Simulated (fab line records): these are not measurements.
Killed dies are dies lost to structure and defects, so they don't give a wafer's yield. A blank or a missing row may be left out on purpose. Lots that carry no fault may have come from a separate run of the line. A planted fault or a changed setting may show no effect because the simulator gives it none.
Matching of chambers / flow nand_harc / NHARC_A_CHANNEL_FILL_D2_ALD_25 on ald_hk-01 has 4 sister chambers
The step deposits SiOx, target thk 60 nm, pulse time 10 s, ald cycles 600. 14 wafers are shown with their chamber, then 7 later ones without.

== WAFERS WITH THEIR CHAMBER ==
wafer=L075.2; chamber=3; heater_power_w (W)=534; precursor_pulse_height_rel=0.982
wafer=L075.3; chamber=2; heater_power_w (W)=386; precursor_pulse_height_rel=0.973
wafer=L075.6; chamber=3; heater_power_w (W)=544; precursor_pulse_height_rel=0.994
wafer=L080.2; chamber=3; heater_power_w (W)=567; precursor_pulse_height_rel=1.002
wafer=L080.1; chamber=1; heater_power_w (W)=577; precursor_pulse_height_rel=0.983
wafer=L080.6; chamber=3; heater_power_w (W)=551; precursor_pulse_height_rel=0.962
wafer=L082.4; chamber=2; heater_power_w (W)=387; precursor_pulse_height_rel=0.977
wafer=L082.5; chamber=2; heater_power_w (W)=385; precursor_pulse_height_rel=1.020
wafer=L082.6; chamber=1; heater_power_w (W)=576; precursor_pulse_height_rel=0.996
wafer=L084.2; chamber=0; heater_power_w (W)=389; precursor_pulse_height_rel=0.991
wafer=L084.5; chamber=3; heater_power_w (W)=543; precursor_pulse_height_rel=0.987
wafer=L084.6; chamber=2; heater_power_w (W)=386; precursor_pulse_height_rel=0.995
wafer=L089.2; chamber=3; heater_power_w (W)=566; precursor_pulse_height_rel=0.985
wafer=L089.3; chamber=0; heater_power_w (W)=371; precursor_pulse_height_rel=1.011

SIGNATURES, as means of the wafers listed above
reading=heater_power_w; chamber 0=380.00; chamber 1=576.50; chamber 2=386.00; chamber 3=550.83; scatter within a chamber=10.2
reading=precursor_pulse_height_rel; chamber 0=1.00100; chamber 1=0.98950; chamber 2=0.99125; chamber 3=0.98533; scatter within a chamber=0.016
Rule: for each reading, subtract the chamber's mean from the wafer's reading, divide by that reading's scatter and square the result; add these up over the readings and take the root, which gives the wafer's distance from the chamber. The wafer belongs to the nearest chamber; if the next one is less than 2 further off, it can't be placed. The scatter: the root of (the sum of the squares of (reading less its chamber's mean) over the shown wafers, divided by (wafers less chambers)).

== WAFERS WITH NO CHAMBER GIVEN ==
wafer=L089.4; heater_power_w (W)=415; precursor_pulse_height_rel=0.963
wafer=L091.4; heater_power_w (W)=569; precursor_pulse_height_rel=1.003
wafer=L091.2; heater_power_w (W)=584; precursor_pulse_height_rel=0.999
wafer=L091.5; heater_power_w (W)=419; precursor_pulse_height_rel=0.988
wafer=L095.4; heater_power_w (W)=366; precursor_pulse_height_rel=1.007
wafer=L095.5; heater_power_w (W)=554; precursor_pulse_height_rel=1.025
wafer=L095.6; heater_power_w (W)=365; precursor_pulse_height_rel=0.980

== THE CHAMBER EACH PASSED THROUGH ==
wafer=L089.4; from the rows above=can't be placed: 2 or 0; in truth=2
wafer=L091.4; from the rows above=can't be placed: 1 or 3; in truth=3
wafer=L091.2; from the rows above=1; in truth=1
wafer=L091.5; from the rows above=can't be placed: 2 or 0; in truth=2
wafer=L095.4; from the rows above=can't be placed: 0 or 2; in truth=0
wafer=L095.5; from the rows above=can't be placed: 3 or 1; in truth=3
wafer=L095.6; from the rows above=can't be placed: 0 or 2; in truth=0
Correctly placed: 1 of 7. Unplaceable from these rows: 6, with the true chamber sitting among the candidates in 6. Placed wrongly: 0.
